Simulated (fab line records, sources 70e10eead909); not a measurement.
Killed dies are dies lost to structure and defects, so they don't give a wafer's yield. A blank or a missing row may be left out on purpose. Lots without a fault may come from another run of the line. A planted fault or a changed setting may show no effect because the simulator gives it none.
Chamber matching | flow nand_harc | NHARC_A_BLC_STRIP_21 on rie_diel-06: 4 sister chambers
The step strips in O2. 22 wafers are shown with their chamber, then 11 later ones without.

WAFERS WITH THEIR CHAMBER
wafer  | chamber | showerhead_plenum_p_Torr (Torr) | drypump_motor_current_A (A) | throttle_valve_pct (%)
L074.1 | 2       | 3.72                            | 5.0                         | 17.035
L074.3 | 1       | 3.61                            | 5.6                         | 17.038
L074.6 | 2       | 3.72                            | 5.0                         | 17.036
L075.2 | 3       | 3.42                            | 5.8                         | 17.030
L075.3 | 2       | 3.72                            | 5.0                         | 17.051
L075.4 | 1       | 3.61                            | 5.6                         | 17.024
L078.2 | 1       | 3.61                            | 5.6                         | 17.027
L078.3 | 2       | 3.72                            | 5.0                         | 17.024
L078.5 | 2       | 3.72                            | 5.0                         | 17.026
L079.1 | 1       | 3.61                            | 5.6                         | 17.049
L079.2 | 0       | 3.53                            | 5.3                         | 17.034
L079.3 | 2       | 3.71                            | 5.0                         | 17.031
L079.4 | 3       | 3.42                            | 5.7                         | 17.039
L079.5 | 2       | 3.71                            | 5.0                         | 17.034
L079.6 | 3       | 3.42                            | 5.7                         | 17.038
L085.2 | 1       | 3.60                            | 5.6                         | 17.043
L085.5 | 1       | 3.60                            | 5.6                         | 17.032
L085.6 | 0       | 3.53                            | 5.3                         | 17.018
L087.2 | 0       | 3.53                            | 5.3                         | 17.022
L087.3 | 3       | 3.41                            | 5.8                         | 17.034
L087.4 | 1       | 3.60                            | 5.6                         | 17.049
L090.1 | 3       | 3.41                            | 5.8                         | 17.040

SIGNATURES (means of the wafers above)
reading                  | chamber 0 | chamber 1 | chamber 2 | chamber 3 | scatter within a chamber
showerhead_plenum_p_Torr | 3.5300    | 3.6057    | 3.7171    | 3.4160    | 0.00491
drypump_motor_current_A  | 5.300     | 5.600     | 5.000     | 5.760     | 0.0258
throttle_valve_pct       | 17.02467  | 17.03743  | 17.03386  | 17.03620  | 0.00847
Rule: a wafer's distance from a chamber is the root of the sum, over the readings, of the square of ((its reading less the chamber's mean) divided by the reading's scatter). The wafer belongs to the nearest chamber; if the next one is less than 2 further off, it can't be placed. The scatter: the root of (the sum of the squares of (reading less its chamber's mean) over the shown wafers, divided by (wafers less chambers)).

WAFERS WITHOUT THEIR CHAMBER
wafer  | showerhead_plenum_p_Torr (Torr) | drypump_motor_current_A (A) | throttle_valve_pct (%)
L090.2 | 3.60                            | 5.6                         | 17.046
L090.3 | 3.71                            | 5.0                         | 17.023
L090.4 | 3.53                            | 5.3                         | 17.037
L090.5 | 3.71                            | 5.1                         | 17.036
L090.6 | 3.60                            | 5.6                         | 17.037
L095.1 | 3.71                            | 5.0                         | 17.036
L095.4 | 3.41                            | 5.8                         | 17.039
L095.5 | 3.41                            | 5.7                         | 17.058
L096.1 | 3.60                            | 5.6                         | 17.044
L096.5 | 3.41                            | 5.8                         | 17.036
L096.6 | 3.71                            | 5.0                         | 17.027

WHICH CHAMBER EACH WENT THROUGH
wafer  | from the rows above | in truth
L090.2 | 1                   | 1
L090.3 | 2                   | 2
L090.4 | 0                   | 0
L090.5 | 2                   | 2
L090.6 | 1                   | 1
L095.1 | 2                   | 2
L095.4 | 3                   | 3
L095.5 | 3                   | 3
L096.1 | 1                   | 1
L096.5 | 3                   | 3
L096.6 | 2                   | 2
Placed correctly: 11 of 11. Can't be placed from these rows: 0. Placed wrongly: 0.
